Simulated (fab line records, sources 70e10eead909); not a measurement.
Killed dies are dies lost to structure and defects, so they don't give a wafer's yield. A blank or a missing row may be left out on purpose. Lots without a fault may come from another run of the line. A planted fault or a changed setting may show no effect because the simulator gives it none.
Problem report in the 8D (eight disciplines) form, filled by code | flow nand_harc | the parts of the form that need people (team, actions taken, sign-off) are left out

1. THE PROBLEM
cd_nm at NHARC_A_CHANNEL_HOLE_D1_CD_MEAS_10 reads a mean of 96.3 nm on 6 wafers of 2 lots; wafers without a fault read 99.7 nm with a standard deviation of 0.56. That is -6.0 standard deviations from the usual mean.
The step: target cd 100 nm.
First seen on wafer L504.1, day 9 14:13, on cd_sem-03. The record holds 36 wafers of 12 lots with a number at this step. Rule for "out", or "out of limits": more than 4 standard deviations from the usual mean. The other wafers with a number count as sound.

2. WHAT IT IS AND WHAT IT IS NOT
question                    | is                     | is not
which readings at this step | cd_nm                  | -
which lots                  | L504, L507             | L502, L503, L509, L516, L517, L518, L520, L521, L522, L525
which wafers of those lots  | all that have a number | -
read on which gauges        | cd_sem-03              | cd_sem-01, cd_sem-02
when                        | from day 9 14:13       | up to then (6 sound wafers); but 24 sound wafers of L509, L516, L517, L518, L520, L521, L522, L525 came after

3. SUSPECTS, AND WHAT RULES EACH OUT
Counting: a tool at a process step up to the reading stays a suspect if it ran every lot that is out and no sound lot after the first of them.
- the gauge at NHARC_A_CHANNEL_HOLE_D1_CD_MEAS_10: ruled out. All the wafers that are out were read on cd_sem-03, but those of them that NHARC_A_CHANNEL_HOLE_D1_PEB_08 has rows for are out there too, on other tools.
- litho_track-06 at NHARC_A_CHANNEL_HOLE_D1_PEB_08 (peb time 65 s): ruled out as a lasting fault. Sound lots L516, L518, L521, L520, L522 ran on it after its first lot that is out, L504 (day 9 14:08).
Left after counting: nothing in the record.

4. THE CAUSE (what the simulator had put in)
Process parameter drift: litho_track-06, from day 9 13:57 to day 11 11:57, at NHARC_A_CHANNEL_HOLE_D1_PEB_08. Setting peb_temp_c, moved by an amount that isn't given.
Counting ruled it out, wrongly: the rule takes a fault to strike every lot that its tool runs from its start on, and this one did not.

5. THE CHAIN OF EFFECTS, in route order
Each row: a reading whose mean over the struck wafers that have a number lies more than 3 standard deviations from the usual. Only readings for which the record gives a usual standard deviation are gone through. hours: the time from each lot's start at the first step in this table that gives one to its start at this step, as a median over the lots. sigmas: the change in usual standard deviations.
hours | step                               | reading              | usual    | on struck wafers | change | sigmas
0     | NHARC_A_CHANNEL_HOLE_D1_PEB_08     | heater_power_total_W | 156.6 W  | 154.1            | -2.5   | -6.1
0     | NHARC_A_CHANNEL_HOLE_D1_PEB_08     | plate_temp_C         | 100.00 C | 98.80            | -1.20  | -9.2
0     | NHARC_A_CHANNEL_HOLE_D1_CD_MEAS_10 | cd_nm                | 99.7 nm  | 96.3             | -3.4   | -6.0
The process steps in it:
- NHARC_A_CHANNEL_HOLE_D1_PEB_08: peb time 65 s.
Later measuring or inspecting steps at which every struck wafer that the step has a row for has a number for every such reading, and none has moved that far: NHARC_A_CHANNEL_HOLE_D1_OVL_MEAS_11, NHARC_A_CHANNEL_HOLE_D1_CD_MEAS_30.

6. WHAT WOULD HAVE CAUGHT IT SOONER
In this record the first reading out of limits at a measuring or inspecting step was taken at day 9 14:13, 0 hours after the fault began at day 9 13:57.
The tool's own readings at NHARC_A_CHANNEL_HOLE_D1_PEB_08 were out on every struck wafer that the step has a row for (heater_power_total_W, plate_temp_C): an alarm limit on them would have fired on the first of those.
